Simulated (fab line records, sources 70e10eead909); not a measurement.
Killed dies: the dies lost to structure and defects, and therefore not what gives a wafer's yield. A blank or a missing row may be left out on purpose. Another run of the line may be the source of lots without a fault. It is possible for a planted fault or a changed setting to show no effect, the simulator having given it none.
What tool caused it? / flow nand harc / Sampling: 12 lots, 36 wafers, 6 of 1159 route steps

## WHAT THE GAUGES READ, wafer by wafer
NHARC_P_GATE_CD_MEAS_46: target cd 720 nm. Usual: 719.8 nm for cd nm, sd 1.3.
lot=L502; measured=day 5 20:50; on=cd sem-03; cd nm (nm)=720.2 719.8 719.6; flag=
lot=L505; measured=day 6 05:55; on=cd sem-03; cd nm (nm)=718.8 719.0 719.1; flag=
lot=L507; measured=day 6 12:59; on=cd sem-02; cd nm (nm)=720.2 721.9 719.4; flag=
lot=L508; measured=day 6 22:28; on=cd sem-03; cd nm (nm)=720.4 721.3 718.4; flag=
lot=L510; measured=day 7 10:31; on=cd sem-03; cd nm (nm)=720.3 719.5 719.6; flag=
lot=L511; measured=day 7 23:27; on=cd sem-03; cd nm (nm)=720.8 721.5 722.8; flag=
lot=L513; measured=day 8 12:07; on=cd sem-03; cd nm (nm)=718.0 720.8 720.5; flag=
lot=L512; measured=day 8 11:44; on=cd sem-02; cd nm (nm)=- - -; flag=OFF
lot=L521; measured=day 10 01:50; on=cd sem-01; cd nm (nm)=720.1 719.9 717.3; flag=
lot=L523; measured=day 10 12:52; on=cd sem-03; cd nm (nm)=719.4 719.8 718.6; flag=
lot=L522; measured=day 10 12:36; on=cd sem-02; cd nm (nm)=719.6 720.9 720.3; flag=
lot=L524; measured=day 11 05:04; on=cd sem-01; cd nm (nm)=719.0 721.6 719.6; flag=

NHARC_END_SORT_01. Usual: killed at array 24, standard deviation 7.4; killed at other 0.5, standard deviation 0.81; killed at periphery 3.4, standard deviation 2.3; killed dies 28, standard deviation 8; killed open 3.4, standard deviation 1.8; killed short 2.0, standard deviation 1.4.
lot=L512; measured=day 22 20:52; on=prober-02; killed at array=15 16 20; killed at other=1 0 0; killed at periphery=661 661 657; killed dies=677 677 677; killed open=3 2 0; killed short=1 2 2; flag=OFF

## TOOL THAT RAN EACH LOT (tool first, then ch and the chambers of the sampled wafers, then the start)
lot=L502; NHARC_P_GATE_ALD_36=ald sin-02 ch 0,1,2, day 5 11:19; NHARC_P_GATE_STRIP_101=rie diel-12 ch 1,2, day 5 19:55; NHARC_P_GATE_EXPOSE_43=krf scanner-04 ch 0, day 5 20:41; NHARC_P_GATE_STRIP_111=plasma asher-01 ch 0,1, day 5 21:30
lot=L505; NHARC_P_GATE_ALD_36=ald sin-04 ch 0,2,3, day 5 19:32; NHARC_P_GATE_STRIP_101=rie diel-11 ch 2,3, day 6 05:07; NHARC_P_GATE_EXPOSE_43=krf scanner-04 ch 0, day 6 05:46; NHARC_P_GATE_STRIP_111=plasma asher-02 ch 0,1, day 6 06:32
lot=L507; NHARC_P_GATE_ALD_36=ald sin-02 ch 1,2, day 6 03:44; NHARC_P_GATE_STRIP_101=rie diel-11 ch 1,2, day 6 12:11; NHARC_P_GATE_EXPOSE_43=krf scanner-03 ch 0, day 6 12:50; NHARC_P_GATE_STRIP_111=plasma asher-02 ch 0,1, day 6 13:34
lot=L508; NHARC_P_GATE_ALD_36=ald sin-03 ch 0,1,2, day 6 13:00; NHARC_P_GATE_STRIP_101=rie diel-12 ch 1,3, day 6 21:34; NHARC_P_GATE_EXPOSE_43=krf scanner-03 ch 0, day 6 22:19; NHARC_P_GATE_STRIP_111=plasma asher-01 ch 0,1, day 6 23:06
lot=L510; NHARC_P_GATE_ALD_36=ald sin-02 ch 0,1,3, day 6 23:47; NHARC_P_GATE_STRIP_101=rie diel-11 ch 1,3, day 7 09:35; NHARC_P_GATE_EXPOSE_43=krf scanner-01 ch 0, day 7 10:21; NHARC_P_GATE_STRIP_111=plasma asher-02 ch 0,1, day 7 11:04
lot=L511; NHARC_P_GATE_ALD_36=ald sin-03 ch 0,2,3, day 7 15:07; NHARC_P_GATE_STRIP_101=rie diel-11 ch 0,1,2, day 7 22:32; NHARC_P_GATE_EXPOSE_43=krf scanner-01 ch 0, day 7 23:17; NHARC_P_GATE_STRIP_111=plasma asher-02 ch 0,1, day 8 00:11
lot=L513; NHARC_P_GATE_ALD_36=ald sin-03 ch 0,1, day 8 02:47; NHARC_P_GATE_STRIP_101=rie diel-11 ch 0,1,3, day 8 11:18; NHARC_P_GATE_EXPOSE_43=krf scanner-01 ch 0, day 8 11:58; NHARC_P_GATE_STRIP_111=plasma asher-02 ch 0,1, day 8 12:38
lot=L512; NHARC_P_GATE_ALD_36=ald sin-04 ch 0,2,3, day 8 04:17; NHARC_P_GATE_STRIP_101=rie diel-11 ch 0,2,3, day 8 10:42; NHARC_P_GATE_EXPOSE_43=krf scanner-01 ch 0, day 8 11:35; NHARC_P_GATE_STRIP_111=plasma asher-01 ch 0,1, day 8 12:23
lot=L521; NHARC_P_GATE_ALD_36=ald sin-04 ch 0,2,3, day 9 17:32; NHARC_P_GATE_STRIP_101=rie diel-11 ch 0,1,3, day 10 01:02; NHARC_P_GATE_EXPOSE_43=krf scanner-04 ch 0, day 10 01:41; NHARC_P_GATE_STRIP_111=plasma asher-02 ch 0,1, day 10 02:22
lot=L523; NHARC_P_GATE_ALD_36=ald sin-02 ch 1,2,3, day 10 02:14; NHARC_P_GATE_STRIP_101=rie diel-11 ch 0,2,3, day 10 11:57; NHARC_P_GATE_EXPOSE_43=krf scanner-03 ch 0, day 10 12:43; NHARC_P_GATE_STRIP_111=plasma asher-02 ch 0,1, day 10 13:24
lot=L522; NHARC_P_GATE_ALD_36=ald sin-03 ch 2,3, day 10 03:04; NHARC_P_GATE_STRIP_101=rie diel-11 ch 1,2,3, day 10 11:41; NHARC_P_GATE_EXPOSE_43=krf scanner-01 ch 0, day 10 12:27; NHARC_P_GATE_STRIP_111=plasma asher-01 ch 0,1, day 10 13:14
lot=L524; NHARC_P_GATE_ALD_36=ald sin-03 ch 0,2, day 10 19:21; NHARC_P_GATE_STRIP_101=rie diel-01 ch 0,1, day 11 04:09; NHARC_P_GATE_EXPOSE_43=krf scanner-01 ch 0, day 11 04:55; NHARC_P_GATE_STRIP_111=plasma asher-01 ch 0,1, day 11 05:38
- NHARC_P_GATE_ALD_36: deposits SiNx, target thk 20 nm, pulse time 60 s, ald cycles 223.
- NHARC_P_GATE_STRIP_101: strips in O2, time 20 s.
- NHARC_P_GATE_EXPOSE_43: exposes mask P NSD, target cd 720 nm.
- NHARC_P_GATE_STRIP_111: strips in N2/H2, time 250 s.

## AS READ BY THE TOOLS THEMSELVES (means over the sampled wafers that have a number; for cases with no such wafer, the mark the record gives instead)
NHARC_P_GATE_ALD_36. Usual: heater power w 818 W, standard deviation 120; precursor pulse height rel 1.002, standard deviation 0.019.
lot=L502; tool=ald sin-02; heater power w (W)=787; precursor pulse height rel=1.000; flag=
lot=L505; tool=ald sin-04; heater power w (W)=859; precursor pulse height rel=1.011; flag=
lot=L507; tool=ald sin-02; heater power w (W)=815; precursor pulse height rel=1.003; flag=
lot=L508; tool=ald sin-03; heater power w (W)=858; precursor pulse height rel=0.978; flag=
lot=L510; tool=ald sin-02; heater power w (W)=733; precursor pulse height rel=1.005; flag=
lot=L511; tool=ald sin-03; heater power w (W)=870; precursor pulse height rel=0.997; flag=
lot=L513; tool=ald sin-03; heater power w (W)=990; precursor pulse height rel=0.993; flag=
lot=L512; tool=ald sin-04; heater power w (W)=850; precursor pulse height rel=0.998; flag=
lot=L521; tool=ald sin-04; heater power w (W)=817; precursor pulse height rel=1.010; flag=
lot=L523; tool=ald sin-02; heater power w (W)=741; precursor pulse height rel=0.995; flag=
lot=L522; tool=ald sin-03; heater power w (W)=773; precursor pulse height rel=1.002; flag=
lot=L524; tool=ald sin-03; heater power w (W)=831; precursor pulse height rel=1.001; flag=

NHARC_P_GATE_STRIP_101. Usual: drypump motor current A 5.7 A, standard deviation 0.31; oes product au 1.000 a.u., standard deviation 0.008; rf vpp V 57.9 V, standard deviation 0.82; showerhead plenum p Torr 3.55 Torr, standard deviation 0.18; throttle valve pct 17.037 %, standard deviation 0.0091.
lot=L502; tool=rie diel-12; drypump motor current A (A)=5.0; oes product au (a.u.)=0.994; rf vpp V (V)=58.4; showerhead plenum p Torr (Torr)=3.46; throttle valve pct (%)=17.039; flag=
lot=L505; tool=rie diel-11; drypump motor current A (A)=5.8; oes product au (a.u.)=0.996; rf vpp V (V)=58.0; showerhead plenum p Torr (Torr)=3.51; throttle valve pct (%)=17.046; flag=
lot=L507; tool=rie diel-11; drypump motor current A (A)=5.7; oes product au (a.u.)=1.000; rf vpp V (V)=57.3; showerhead plenum p Torr (Torr)=3.49; throttle valve pct (%)=17.038; flag=
lot=L508; tool=rie diel-12; drypump motor current A (A)=5.3; oes product au (a.u.)=1.005; rf vpp V (V)=58.7; showerhead plenum p Torr (Torr)=3.57; throttle valve pct (%)=17.035; flag=
lot=L510; tool=rie diel-11; drypump motor current A (A)=5.6; oes product au (a.u.)=1.006; rf vpp V (V)=57.9; showerhead plenum p Torr (Torr)=3.70; throttle valve pct (%)=17.033; flag=
lot=L511; tool=rie diel-11; drypump motor current A (A)=5.7; oes product au (a.u.)=1.001; rf vpp V (V)=57.9; showerhead plenum p Torr (Torr)=3.61; throttle valve pct (%)=17.035; flag=
lot=L513; tool=rie diel-11; drypump motor current A (A)=5.7; oes product au (a.u.)=0.998; rf vpp V (V)=58.3; showerhead plenum p Torr (Torr)=3.69; throttle valve pct (%)=17.028; flag=
lot=L512; tool=rie diel-11; drypump motor current A (A)=5.7; oes product au (a.u.)=1.005; rf vpp V (V)=57.6; showerhead plenum p Torr (Torr)=3.55; throttle valve pct (%)=17.031; flag=
lot=L521; tool=rie diel-11; drypump motor current A (A)=5.7; oes product au (a.u.)=1.002; rf vpp V (V)=58.0; showerhead plenum p Torr (Torr)=3.68; throttle valve pct (%)=17.036; flag=
lot=L523; tool=rie diel-11; drypump motor current A (A)=5.7; oes product au (a.u.)=1.000; rf vpp V (V)=57.3; showerhead plenum p Torr (Torr)=3.55; throttle valve pct (%)=17.045; flag=
lot=L522; tool=rie diel-11; drypump motor current A (A)=5.7; oes product au (a.u.)=0.996; rf vpp V (V)=58.5; showerhead plenum p Torr (Torr)=3.56; throttle valve pct (%)=17.042; flag=
lot=L524; tool=rie diel-01; drypump motor current A (A)=6.2; oes product au (a.u.)=1.000; rf vpp V (V)=57.3; showerhead plenum p Torr (Torr)=3.39; throttle valve pct (%)=17.047; flag=

NHARC_P_GATE_STRIP_111. Usual: drypump motor current A 5.7 A, standard deviation 0.45; heater power w 94 W, standard deviation 8.5.
lot=L502; tool=plasma asher-01; drypump motor current A (A)=6.2; heater power w (W)=103; flag=
lot=L505; tool=plasma asher-02; drypump motor current A (A)=5.5; heater power w (W)=89; flag=
lot=L507; tool=plasma asher-02; drypump motor current A (A)=5.4; heater power w (W)=84; flag=
lot=L508; tool=plasma asher-01; drypump motor current A (A)=6.0; heater power w (W)=100; flag=
lot=L510; tool=plasma asher-02; drypump motor current A (A)=5.6; heater power w (W)=89; flag=
lot=L511; tool=plasma asher-02; drypump motor current A (A)=5.4; heater power w (W)=85; flag=
lot=L513; tool=plasma asher-02; drypump motor current A (A)=5.5; heater power w (W)=88; flag=
lot=L512; tool=plasma asher-01; drypump motor current A (A)=6.2; heater power w (W)=104; flag=
lot=L521; tool=plasma asher-02; drypump motor current A (A)=5.4; heater power w (W)=87; flag=
lot=L523; tool=plasma asher-02; drypump motor current A (A)=5.5; heater power w (W)=90; flag=
lot=L522; tool=plasma asher-01; drypump motor current A (A)=6.0; heater power w (W)=99; flag=
lot=L524; tool=plasma asher-01; drypump motor current A (A)=6.3; heater power w (W)=103; flag=

## THE ANSWER, worked out from the rows above alone
Rule: lot off if the mean of its wafers having a number is beyond 3 standard deviations from the usual mean. A lot without any number at a reading at which 4 lots or more have one is off too. The other lots that the step has rows for count as sound. Order of review: gauges by route order, followed by the tools' own readings, for which a lot's mean as printed above is used. At the first step where some lot is off, the reading lying furthest off is the one used; lots without a number count as furthest.
Off: L512 (NHARC_P_GATE_CD_MEAS_46, cd nm). Without a number there: L512.
If a tool, at a process step before that reading, ran all the lots that are off and no sound lot after the first of them, it fits. Not tried: the gauges at NHARC_P_GATE_CD_MEAS_46; whatever is off there is also off at NHARC_END_SORT_01, on other tools, and gauge error can't account for it. Not one of the candidates tried fits.

## WHAT HAD BEEN PUT IN BY THE SIMULATOR
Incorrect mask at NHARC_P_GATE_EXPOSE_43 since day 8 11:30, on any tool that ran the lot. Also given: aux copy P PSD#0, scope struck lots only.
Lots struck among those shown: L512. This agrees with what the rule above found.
